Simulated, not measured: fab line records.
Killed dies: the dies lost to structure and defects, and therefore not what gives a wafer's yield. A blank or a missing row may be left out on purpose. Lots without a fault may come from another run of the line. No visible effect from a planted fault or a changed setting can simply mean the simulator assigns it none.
fab line records    flow n5Finfet
record: lots: 5  wafers: 15  lastDay: 18
route steps=1938 shown BEOL_M3@1011 BEOL_M4@1021 PASSIVATION@1936
lots with no fault: from the same line, run without faults
startH: hours from the record's first day to the start of the lot's first wafer shown    waitH: how many hours have passed since the lot's step before this one    " the same as in the row above    L1.1+2: several wafers, shown together as one row    - no value, or no start was given    * or withheld: withheld    < > ~ a bound
route shown NAME@n: a module of which the file shows steps, and the number in the route of the first    usual: mean and standard deviation over wafers with no fault    same: alike in all rows    chamber/n: place in a boat    sites: per-site readings    _std_site: their standard deviation    _edge_site: outer sites' mean less inner sites'    radiusMm: for every site, how far away it sits from the centre of the wafer    mask NAME#n: copy n    behind: tool/chamber where the wafer was last shaped    hold: why the lot was held/for how many hours/how that ended    device: which transistor (n, p or np) failed to switch    end of line: the tests these same wafers got at the end of their route    where a step has no rows: the recipe by itself    killed: the dies lost at the first sort to structure and to defects; this is not the yield of the wafer    map: a wafer's dies, marking killed ones x, the rest . and places with no die _
set.NAME: the setting that was run; set.NAME@STEP: the one run at that earlier step    model.NAME: the simulator's own value behind a step, which no gauge read
lots at selected steps of the route; one table per step, one row per wafer
services: when a tool's chamber went out of use (startH, in hours from the record's first day, below 0 if earlier), for how many hours, and the reason
== steps ==
step: N5_BEOL_M3_ECD_50
recipe: material: Cu  targetThkA: 3000
step: N5_BEOL_M3_ANNEAL_51
recipe: tempC: 225  timeS: 90  ambient: N2
step: N5_BEOL_M3_CMP_52
recipe: stopOn: SiOC  tOverpolishS: 6.8  downForcePsi: 1  platenRpm: 50  clearingPlatenDownForcePsi: 1.5  clearingPlatenRpm: 50  postCmpClean: cuAlkaline  targetThkNm: 40  clearingPlatenPadVelocityMS: 0.99484  padVelocityMS: 0.99484
usual: barrierFieldEndpointS: 24.6/0.59  motorCurrentA: 5.9/0.5  overpolishRunS: 6.800/0.0097  timeToEndpointS: 62.7/2.5
lot.wafer  tool    chamber  startH  waitH  barrierFieldEndpointS  motorCurrentA  overpolishRunS  timeToEndpointS
L320.2     cmp-02  0        161.93  0.2    24.8                   6.5            6.798           63.0
L320.1     "       3        "       "      24.0                   5.8            6.800           61.6
L320.5     "       0        "       "      25.1                   6.3            6.799           66.4
L322.1     cmp-02  0        181.66  0.3    24.4                   6.3            6.773           60.1
L322.2     "       3        "       "      24.6                   5.9            6.806           62.2
L322.6     "       1        "       "      24.5                   5.4            6.803           61.3
L327.2     cmp-04  1        211.90  0.2    24.0                   5.6            6.807           60.7
L327.5     "       1        "       "      24.3                   5.0            6.805           61.6
L327.6     "       2        "       "      25.4                   5.3            6.816           65.5
L339.1     cmp-01  3        292.36  0.3    23.9                   6.6            6.793           59.2
L339.4     "       1        "       "      24.1                   6.4            6.796           58.8
L339.5     "       3        "       "      23.8                   6.5            6.819           58.3
L340.2     cmp-04  0        295.81  0.3    24.8                   5.6            6.799           65.2
L340.1     "       1        "       "      25.7                   5.2            6.808           65.2
L340.6     "       3        "       "      25.4                   6.4            6.790           64.6
step: N5_BEOL_M3_THK_MEAS_53
recipe: thkMeasGauge: xrf  reads: Cu_of_BEOL_M3_ECD_50
usual: M3_THK: 40.5/1.5
lot.wafer  tool          chamber  startH  waitH  M3_THK[nm]
L320.1     filmMetro-02  -        162.23  -      39.1
L320.2     "             -        "       "      40.3
L320.5     "             -        "       "      42.5
L322.1     filmMetro-02  -        181.95  -      40.4
L322.2     "             -        "       "      36.4
L322.6     "             -        "       "      38.6
L327.2     filmMetro-01  -        212.19  -      40.7
L327.5     "             -        "       "      40.9
L327.6     "             -        "       "      43.3
L339.1     filmMetro-02  -        292.61  -      39.3
L339.4     "             -        "       "      42.1
L339.5     "             -        "       "      41.1
L340.1     filmMetro-02  -        296.03  -      40.2
L340.2     "             -        "       "      38.5
L340.6     "             -        "       "      41.1
step: N5_BEOL_M3_PRE_CLEAN_60
recipe: gas: NH3/H2  timeS: 15  tempC: *  rfPowerW: 300
usual: heaterPowerW: 82/14
same: timeS: 15
lot.wafer  tool      chamber  startH  waitH  heaterPowerW
L320.1     cvdCo-01  0        162.26  0.0    86
L320.2     "         2        "       "      86
L320.5     "         0        "       "      86
L322.1     cvdCo-01  2        181.99  0.0    89
L322.2     "         0        "       "      86
L322.6     "         1        "       "      79
L327.2     cvdCo-02  1        212.23  0.0    92
L327.5     "         0        "       "      93
L327.6     "         2        "       "      59
L339.1     cvdCo-02  1        292.65  0.0    95
L339.4     "         0        "       "      93
L339.5     "         2        "       "      59
L340.1     cvdCo-02  0        296.07  0.0    95
L340.2     "         2        "       "      59
L340.6     "         0        "       "      93
step: N5_BEOL_M3_CO_CAP_55
recipe: material: Co  targetThkA: 20  tempC: 200  precursor: CCTBA/H2  pressureTorr: 30  timeS: 102.1
step: N5_BEOL_M3_PRE_CLEAN_56
recipe: gas: NH3  timeS: 15  tempC: withheld  rfPowerW: 300
step: N5_BEOL_M3_DEP_57
recipe: material: SiCN  targetThkA: 80  tempC: withheld  precursor: 3MS/NH3  pressureTorr: 3  rfW: 202  timeS: 14
usual: showerheadPlenumPTorr: 3.667/0.013  throttleValvePct: 9.3/0.58
same: timeS: 14
lot.wafer  tool      chamber  startH  waitH  showerheadPlenumPTorr  throttleValvePct
L320.1     pecvd-02  2        162.42  0.0    3.665                  8.7
L320.2     "         1        "       "      3.659                  9.8
L320.5     "         2        "       "      3.647                  8.5
L322.1     pecvd-03  0        182.14  0.0    3.672                  9.2
L322.2     "         1        "       "      3.671                  9.9
L322.6     "         0        "       "      3.655                  9.0
L327.2     pecvd-03  1        212.39  0.0    3.664                  10.0
L327.5     "         2        "       "      3.654                  8.9
L327.6     "         1        "       "      3.672                  10.3
L339.1     pecvd-02  1        292.81  0.0    3.661                  10.0
L339.4     "         1        "       "      3.653                  10.0
L339.5     "         0        "       "      3.685                  9.4
L340.1     pecvd-01  1        296.23  0.0    3.693                  9.6
L340.2     "         2        "       "      3.642                  8.7
L340.6     "         1        "       "      3.700                  9.8
step: N5_BEOL_M3_RS_MEAS_58
recipe: thkMeasGauge: four-point-probe  reads: Co_of_BEOL_M3_CO_CAP_55+Cu_of_BEOL_M3_ECD_50+Co_of_BEOL_M3_CVD_47+TaN_of_BEOL_M3_ALD_84
usual: M3_RS: 0.67/0.031
lot.wafer  tool          chamber  startH  waitH  M3_RS[ohm/sq]
L320.1     filmMetro-02  -        162.49  0.0    0.70
L320.2     "             -        "       "      0.67
L320.5     "             -        "       "      0.62
L322.1     filmMetro-02  -        182.35  0.2    0.68
L322.2     "             -        "       "      0.78
L322.6     "             -        "       "      0.72
L327.2     filmMetro-01  -        212.45  0.1    0.66
L327.5     "             -        "       "      0.66
L327.6     "             -        "       "      0.62
L339.1     filmMetro-02  -        292.88  0.0    0.69
L339.4     "             -        "       "      0.64
L339.5     "             -        "       "      0.66
L340.1     filmMetro-02  -        296.29  0.0    0.67
L340.2     "             -        "       "      0.71
L340.6     "             -        "       "      0.65
step: N5_BEOL_M3_INSPECT_59
recipe: inspectInstrument: darkfield  mode: postDep
usual: rawDefectCount: 69/21
lot.wafer  tool              chamber  startH  waitH  rawDefectCount
L320.1     defectInspect-01  -        162.51  0.0    77
L320.2     "                 -        "       "      91
L320.5     "                 -        "       "      84
L322.1     defectInspect-01  -        182.38  0.0    84
L322.2     "                 -        "       "      79
L322.6     "                 -        "       "      89
L327.2     defectInspect-02  -        212.48  0.0    146
L327.5     "                 -        "       "      97
L327.6     "                 -        "       "      94
L339.1     defectInspect-02  -        292.90  0.0    56
L339.4     "                 -        "       "      69
L339.5     "                 -        "       "      62
L340.1     defectInspect-01  -        296.32  0.0    93
L340.2     "                 -        "       "      60
L340.6     "                 -        "       "      58
step: N5_BEOL_M4_ILD_DEP_00
recipe: material: SiOC  targetThkA: 790  tempC: 350  precursor: DEMS/O2  pressureTorr: 5  rfW: 500  timeS: 15.3
usual: heaterPowerW: 479/84  showerheadPlenumPTorr: 5.695/0.018  throttleValvePct: 11.9/0.72
same: timeS: 15.3
lot.wafer  tool      chamber  startH  waitH  heaterPowerW  showerheadPlenumPTorr  throttleValvePct
L320.1     pecvd-02  1        162.55  0.0    461           5.699                  13.2
L320.2     "         2        "       "      480           5.693                  11.3
L320.5     "         2        "       "      469           5.704                  10.9
L322.1     pecvd-04  2        182.42  0.0    502           5.718                  12.8
L322.2     "         1        "       "      386           5.677                  11.4
L322.6     "         1        "       "      398           5.677                  11.5
L327.2     pecvd-02  1        212.52  0.0    471           5.697                  13.3
L327.5     "         0        "       "      452           5.711                  12.4
L327.6     "         1        "       "      475           5.704                  13.1
L339.1     pecvd-01  0        292.94  0.0    397           5.703                  11.5
L339.4     "         1        "       "      709           5.719                  12.7
L339.5     "         2        "       "      503           5.661                  11.5
L340.1     pecvd-02  2        296.36  0.0    495           5.689                  11.2
L340.2     "         0        "       "      496           5.704                  12.8
L340.6     "         1        "       "      380           5.705                  13.2
step: N5_BEOL_M4_THK_MEAS_01
recipe: reads: SiOC_of_BEOL_M4_ILD_DEP_00
usual: M4_ILD_THK: 78.2/1.3
lot.wafer  tool          chamber  startH  waitH  M4_ILD_THK[nm]
L320.1     filmMetro-02  -        162.62  0.0    77.0
L320.2     "             -        "       "      79.2
L320.5     "             -        "       "      80.3
L322.1     filmMetro-02  -        182.48  0.0    78.7
L322.2     "             -        "       "      78.1
L322.6     "             -        "       "      78.7
L327.2     filmMetro-02  -        212.58  0.1    76.9
L327.5     "             -        "       "      78.2
L327.6     "             -        "       "      79.2
L339.1     filmMetro-02  -        293.01  0.0    77.4
L339.4     "             -        "       "      78.1
L339.5     "             -        "       "      78.5
L340.1     filmMetro-02  -        296.42  0.0    77.9
L340.2     "             -        "       "      76.0
L340.6     "             -        "       "      77.0
step: N5_BEOL_M4_PECVD_72
recipe: material: SiO2  targetThkA: 160  tempC: 400  precursor: TEOS/O2  pressureTorr: 5.5  rfW: 450  teosFlowSccm: 53.8  gas: O2  flowSccm: 3000  timeS: 18
usual: heaterPowerW: 712/98  showerheadPlenumPTorr: 8.79/0.07  throttleValvePct: 22.5/1.4
same: timeS: 18
lot.wafer  tool      chamber  startH  waitH  heaterPowerW  showerheadPlenumPTorr  throttleValvePct
L320.1     pecvd-02  1        162.65  0.0    674           8.77                   24.5
L320.2     "         0        "       "      664           8.87                   23.4
L320.5     "         1        "       "      673           8.78                   24.7
L322.1     pecvd-01  2        182.52  0.0    820           8.69                   21.2
L322.2     "         0        "       "      619           8.80                   21.4
L322.6     "         2        "       "      807           8.69                   21.0
L327.2     pecvd-01  0        212.62  0.0    714           8.80                   21.2
L327.5     "         0        "       "      715           8.79                   21.5
L327.6     "         2        "       "      851           8.70                   21.2
L339.1     pecvd-04  0        293.04  0.0    615           8.82                   21.0
L339.4     "         0        "       "      636           8.79                   21.2
L339.5     "         2        "       "      580           8.83                   20.9
L340.1     pecvd-04  1        296.46  0.0    650           8.69                   21.7
L340.2     "         0        "       "      610           8.80                   21.4
L340.6     "         2        "       "      710           8.83                   20.7
step: N5_BEOL_M4_HM_DEP_02
recipe: material: TiN  targetThkA: 200  tempC: 25  chamberPressurePa: 0.49996
step: N5_BEOL_M4_COAT_61
recipe: resist: SOC  tempC: 250  timeS: 60  spinRpm: 1500  resistThkNm: 60
step: N5_BEOL_M4_COAT_62
recipe: resist: SiARC  tempC: 220  timeS: 60  spinRpm: 1500  resistThkNm: 12
step: N5_BEOL_M4_COAT_73
recipe: resist: underlayer  tempC: 205  timeS: 60  spinRpm: 1500  resistThkNm: 5
step: N5_BEOL_M4_COAT_05
recipe: resist: CAR-EUV  spinRpm: 1500  resistThkNm: 30
step: N5_BEOL_M4_EBR_07
recipe: solvent: PGMEA  ebrWidthMm: 1.5
step: N5_BEOL_M4_SOFTBAKE_06
recipe: tempC: 110  timeS: 60  resist: CAR-EUV
step: N5_BEOL_M4_EXPOSE_08
recipe: maskId: M4  na: 0.33  sourceShape: dipole  sigmaInner: 0.369  sigmaOuter: 0.767  polarization: unpolarized  doseMj: 41.25
step: N5_BEOL_M4_PEB_09
recipe: pebTempC: 100  pebTimeS: 60  resist: CAR-EUV
step: N5_BEOL_M4_DEVELOP_10
recipe: developTimeS: 30  developer: TMAH  resist: CAR-EUV  rinseLiquid: surfactantRinse  dry: airSpin  devTempC: 23
step: N5_BEOL_M4_CD_MEAS_11
recipe: targetCdNm: 16.79  landingEnergyEv: 500  detector: seInlens  polarity: opening
usual: cdNm: 16.85/0.25
lot.wafer  tool      chamber  startH  waitH  cdNm
L320.1     cdSem-03  0        165.21  -      16.82
L320.2     "         0        "       "      16.82
L320.5     "         0        "       "      17.01
L322.1     cdSem-02  0        187.04  -      17.03
L322.2     "         0        "       "      16.98
L322.6     "         0        "       "      16.87
L327.2     cdSem-01  0        213.10  -      16.68
L327.5     "         0        "       "      17.09
L327.6     "         0        "       "      17.21
L339.1     cdSem-03  0        293.77  -      17.06
L339.4     "         0        "       "      17.11
L339.5     "         0        "       "      17.33
L340.1     cdSem-01  0        297.14  -      16.83
L340.2     "         0        "       "      17.08
L340.6     "         0        "       "      16.60
step: N5_BEOL_M4_OVL_MEAS_12
recipe: pointsPerWafer: 522
usual: M4_OVL: -0.2/0.56
lot.wafer  tool        chamber  startH  waitH  M4_OVL[nm]
L320.1     overlay-01  0        165.24  0.0    0.3
L320.2     "           0        "       "      0.1
L320.5     "           0        "       "      -0.1
L322.1     overlay-02  0        187.07  0.0    0.2
L322.2     "           0        "       "      -0.7
L322.6     "           0        "       "      -0.4
L327.2     overlay-02  0        213.14  0.0    -0.7
L327.5     "           0        "       "      0.2
L327.6     "           0        "       "      -0.5
L339.1     overlay-01  0        293.80  0.0    0.5
L339.4     "           0        "       "      -0.4
L339.5     "           0        "       "      -0.1
L340.1     overlay-02  0        297.17  0.0    -0.1
L340.2     "           0        "       "      -0.3
L340.6     "           0        "       "      -0.6
step: N5_BEOL_M4_INSPECT_13
recipe: mode: adi  inspectInstrument: brightfield
usual: rawDefectCount: 404/110
lot.wafer  tool              chamber  startH  waitH  rawDefectCount
L320.1     defectInspect-01  -        165.30  0.1    413
L320.2     "                 -        "       "      438
L320.5     "                 -        "       "      365
L322.1     defectInspect-01  -        187.13  0.1    319
L322.2     "                 -        "       "      314
L322.6     "                 -        "       "      426
L327.2     defectInspect-01  -        213.19  0.0    1013
L327.5     "                 -        "       "      926
L327.6     "                 -        "       "      787
L339.1     defectInspect-01  -        293.85  0.1    274
L339.4     "                 -        "       "      270
L339.5     "                 -        "       "      435
L340.1     defectInspect-02  -        297.23  0.1    411
L340.2     "                 -        "       "      286
L340.6     "                 -        "       "      322
step: N5_BEOL_M4_DESCUM_16
recipe: chemistry: O2  timeS: 7  sourcePowerW: 50  biasPowerW: 20  pressureMtorr: 20  rfFrequencyHz: 2.712e+07  tempC: 40  resist: CAR-EUV  o2FlowSccm: 225
usual: drypumpMotorCurrentA: 5.7/0.44  oesProductAu: 0.79/0.098  rfVppV: 244.0/1.1  showerheadPlenumPTorr: 2.15/0.038  throttleValvePct: 20.34/0.15
same: timeS: 7
lot.wafer  tool        chamber  startH  waitH  drypumpMotorCurrentA  oesProductAu  rfHoursCounterH  rfVppV  showerheadPlenumPTorr  throttleValvePct
L320.1     rieDiel-01  1        165.71  0.4    5.7                   0.78          104              245.1   2.20                   20.35
L320.2     "           3        "       "      6.3                   0.72          204              243.8   2.14                   20.25
L320.5     "           1        "       "      5.7                   0.79          -                244.2   2.20                   20.36
L322.1     rieDiel-01  1        187.16  0.0    5.7                   0.78          112              243.9   2.20                   20.37
L322.2     "           2        "       "      5.2                   0.96          4                244.4   2.15                   20.57
L322.6     "           0        "       "      6.4                   0.74          -                244.4   2.17                   20.37
L327.2     rieDiel-03  3        213.37  0.2    5.2                   0.69          210              244.4   2.15                   20.46
L327.5     "           2        "       "      5.3                   0.67          -                244.6   2.16                   20.29
L327.6     "           1        "       "      5.3                   0.84          -                242.8   2.14                   20.49
L339.1     rieDiel-03  3        293.92  0.1    5.3                   0.67          242              243.4   2.14                   20.51
L339.4     "           0        "       "      5.8                   0.83          75               244.1   2.20                   20.34
L339.5     "           1        "       "      5.3                   0.80          -                243.0   2.13                   20.54
L340.1     rieDiel-05  3        297.26  0.0    5.7                   0.91          25               241.9   2.05                   20.49
L340.2     "           0        "       "      6.4                   0.68          246              241.2   2.14                   20.19
L340.6     "           2        "       "      6.0                   0.87          -                242.6   2.12                   20.22
step: N5_BEOL_M4_RC_MEAS_101
usual: DIBL_N: 37.0/1.7  DIBL_P: 36.7/2  IOFF_N: 0.17/0.035  IOFF_P: 0.22/0.035  ION_N: 672/12  ION_P: 461/7.5  SS_N: 71.6/0.67  SS_P: 73.4/0.64  VT_N: 250/3.5  VT_P: -250/3.5
lot.wafer  tool       chamber  startH  waitH  DIBL_N[mV/V]  DIBL_P[mV/V]  IOFF_N[nA/um]  IOFF_P[nA/um]  ION_N[uA/um]  ION_P[uA/um]  SS_N[mV/dec]  SS_P[mV/dec]  VT_N[mV]  VT_P[mV]
L320.1     prober-01  0        175.77  0.0    35.1          36.8          0.14           0.18           656           450           71.9          73.4          251       -252
L320.2     "          0        "       "      35.9          38.3          0.15           0.20           682           467           71.5          74.0          252       -252
L320.5     "          0        "       "      34.4          37.0          0.13           0.19           671           469           72.1          72.9          251       -252
L322.1     prober-01  0        192.66  0.0    37.1          36.3          0.16           0.21           675           462           71.6          74.1          249       -247
L322.2     "          0        "       "      37.1          35.7          0.15           0.19           662           453           71.2          73.9          252       -253
L322.6     "          0        "       "      37.6          36.5          0.16           0.20           683           461           71.2          73.5          248       -251
L327.2     prober-01  0        219.60  0.2    36.3          36.8          0.15           0.20           679           467           71.2          73.0          252       -254
L327.5     "          0        "       "      37.4          37.9          0.17           0.22           675           460           72.6          74.0          250       -252
L327.6     "          0        "       "      38.9          38.5          0.20           0.22           676           459           72.7          73.7          248       -251
L339.1     prober-02  0        302.21  0.0    38.1          38.9          0.17           0.20           667           451           71.8          73.7          251       -252
L339.4     "          0        "       "      37.7          39.0          0.17           0.21           667           457           72.5          74.0          251       -252
L339.5     "          0        "       "      39.2          39.0          0.19           0.21           674           460           72.1          73.5          248       -250
L340.1     prober-02  0        322.40  0.0    37.6          36.5          0.18           0.24           680           469           72.3          73.6          246       -248
L340.2     "          0        "       "      36.5          35.1          0.15           0.22           673           466           72.0          72.8          250       -249
L340.6     "          0        "       "      34.7          33.8          0.13           0.19           669           470           70.6          73.1          252       -249
step: N5_PASSIVATION_PROBE_49
usual: defectLimitedYield: 91.1/1.3  killed_at_M0_to_M3: 35/11  killed_at_M4_up: 13/5.4  killedAtContacts: 14/6.5  killedAtFrontEnd: 41/11  killedAtOther: 4/3.1  killedDies: 106/15  killedOpen: 69/12  killedShort: 35/7  sort_bin_5_function: 5.2/0.86  sort_bin_6_memory: 3.4/0.64  sortNPass: 1074/15  sortYieldPct: 91.0/1.3
same: grossDies: 1180  killedAtBackSide: 0  sort_bin_4_leakage[%]: 0  sort_bin_8_speed[%]: 0
lot.wafer  tool       chamber  startH  waitH  defectLimitedYield[%]  killed_at_M0_to_M3  killed_at_M4_up  killedAtContacts  killedAtFrontEnd  killedAtOther  killedDies  killedOpen  killedShort  sort_bin_5_function[%]  sort_bin_6_memory[%]  sortNPass  sortYieldPct[%]
L327.2     prober-01  -        316.00  0.1    84.7                   28                  109              13                27                3              180         58          21           9.6                     4.7                   1000       84.7
L327.5     prober-01  -        316.15  0.2    83.0                   11                  116              17                46                11             201         71          22           12.3                    3.9                   979        83.0
L327.6     prober-01  -        316.20  0.3    85.6                   7                   112              10                33                8              170         50          19           10.0                    3.1                   1010       85.6
killed by level:class
L327.2 BEOL_M4:unspecified=101 BEOL_M3:geometricParticle:open=13 MOL_CONTACT_COAG:geometricParticle:open=10 FIN_SAQP:geometricParticle:open=9 BEOL_M0_SAQP:geometricParticle:short=6 DUMMY_GATE:geometricParticle:open=5 STI_FIN_REVEAL:geometricParticle:open=3 MOL_CONTACT_COAG:geometricParticle:short=3
L327.5 BEOL_M4:unspecified=108 STI_FIN_REVEAL:geometricParticle:open=15 MOL_CONTACT_COAG:geometricParticle:open=14 FIN_SAQP:geometricParticle:open=10 BEOL_M3:geometricParticle:open=5 STI_FIN_REVEAL:geometricParticle:short=4 STARTING-WAFER:geometricParticle:short=4 BEOL_M8:geometricParticle:open=4
L327.6 BEOL_M4:unspecified=99 FIN_SAQP:geometricParticle:open=6 STI_FIN_REVEAL:geometricParticle:open=6 MOL_CONTACT_COAG:geometricParticle:open=5 GATE_CUT:geometricParticle:short=4 MOL_CONTACT_COAG:geometricParticle:short=4 BEOL_M7:geometricParticle:open=4 PAD_METAL:geometricParticle:short=4
map L327.5 (x killed, . not)
_________________.x.....x....________________
______________........x........._____________
___________.x.x.xx.................__________
__________.........................._________
________....xx................x......._______
_______..............x........x....x...______
______...........xx.......xx...x....x..._____
_____x.....x...........xx....x......x....____
____..................x..xx.....x...x.....___
___...............x......x..x..............__
___....x.......x.xxx..x.x...x............x.__
__............x.x.xxxxxxxxx.........x...x..._
__...........x.xxxxxxxxxxxx................._
_...............xxxxxxxxxxxxxxx.x............
_................xxxxxxxxxxxxx.............x.
_..x..........xx..xxxxxxxxxx.................
_..x.............xxxxxxxxxxxx...x.........x..
_...............xx.xxxxxxxx......x.........x.
_........x......xx.xxxxxx.xx...x......x......
_..........x........x..xxx......x............
_....x...............x..x.......x.x..........
__x...................x...............x....._
__....x..x..x......x........................_
___.x.......................x...xx...x.....__
___........................................__
____..x................x.............x..x.___
_____....xx.....x..x..........x....x..x..____
______.............x...................._____
_______x...................xxx.x.......______
________....x.x.xx......x............._______
__________..................x......._________
___________........................__________
______________.........x.x...xx._____________
_________________............________________
map L322.1 (x killed, . not)
_________________............________________
______________......x.........x._____________
___________........................__________
__________......x............x......_________
________......x....x.................._______
_______x................x..x.......x...______
______...................x..xx....x....._____
_____..............x....................x____
____.................x..........x...xx....___
___........................................__
___x.......x......x..x..xx.x...........x..x__
__.x...............x........................_
__..x.........x..........x.................._
_....x.x......x........x.......x.............
_..............x.........x..............x....
_....x......x........x.x.....................
_.........x....x..x..........x...............
_.x......x.........x.............x...........
_.....x....x..xxx.............x..............
_.......x..........................x..x......
_..........x..........x.x......x.....x.......
__...x...x.......xx.......................x._
__.............x......x...........x..xx....._
___.................x...x..................__
___...x.....x....x.x.......x...x..x.....x..__
____.x..........................x.........___
_____....x.......x.................x.....____
______.x.................x...x......x..._____
_______..........x....................x______
________.......x..................x.x._______
__________x....x..x..............x.._________
___________...........x..x....xx...__________
______________...x.......x......_____________
_________________.......x....________________
== services ==
tool        chamber  startH  hours  kind
rieDiel-03  1        139.08  7.7    repair
cmp-02      -        140.98  2.3    repair
cmp-04      -        144.25  4.9    pm
cvdCo-02    2        151.49  10.4   repair
cvdCo-02    1        152.68  56.4   repair
rieDiel-01  1        182.08  1.6    repair
pecvd-02    2        186.39  16.3   repair
cmp-02      -        187.36  5.6    pm
pecvd-01    -        192.75  2.8    pm
pecvd-04    -        206.89  0.8    repair
pecvd-01    -        214.89  2.5    repair
cmp-04      -        225.44  6.5    pm
cvdCo-02    -        226.00  0.7    repair
cmp-04      -        233.70  2.4    repair
rieDiel-01  3        235.05  61.9   repair
cmp-02      -        241.21  2.3    repair
cmp-04      -        247.05  0.4    repair
pecvd-03    -        252.74  1.0    repair
cvdCo-02    -        258.86  0.4    repair
cmp-04      -        267.62  0.9    repair
cmp-04      -        274.84  1.9    repair
rieDiel-01  0        275.58  5.2    repair
cmp-02      -        277.63  3.8    repair
cmp-04      -        296.20  0.9    repair
== key ==
firstSign: step: N5_BEOL_M4_INSPECT_13  reading: rawDefectCount  direction: up  sigmas: 4.7  usual: 404  struck: 909
effect: step: N5_PASSIVATION_PROBE_49  reading: killed_at_M4_up  direction: up  sigmas: 18  usual: 13  struck: 112
moreKillsBornAt: N5_BEOL_M4_PECVD_72@pecvd-01: 308
metAt N5_BEOL_M4_PECVD_72
struckWafers L327.2,L327.5,L327.6
onsetBetween 182.52 212.62
alsoFits N5_BEOL_M3_DEP_57:pecvd-03
fault: kind: chamberParticleSource  tool: pecvd-01  chamber: -  onsetH: 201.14  steps: N5_BEOL_M4_PECVD_72  ratePerVisitCm2: 0.43529  endH: 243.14
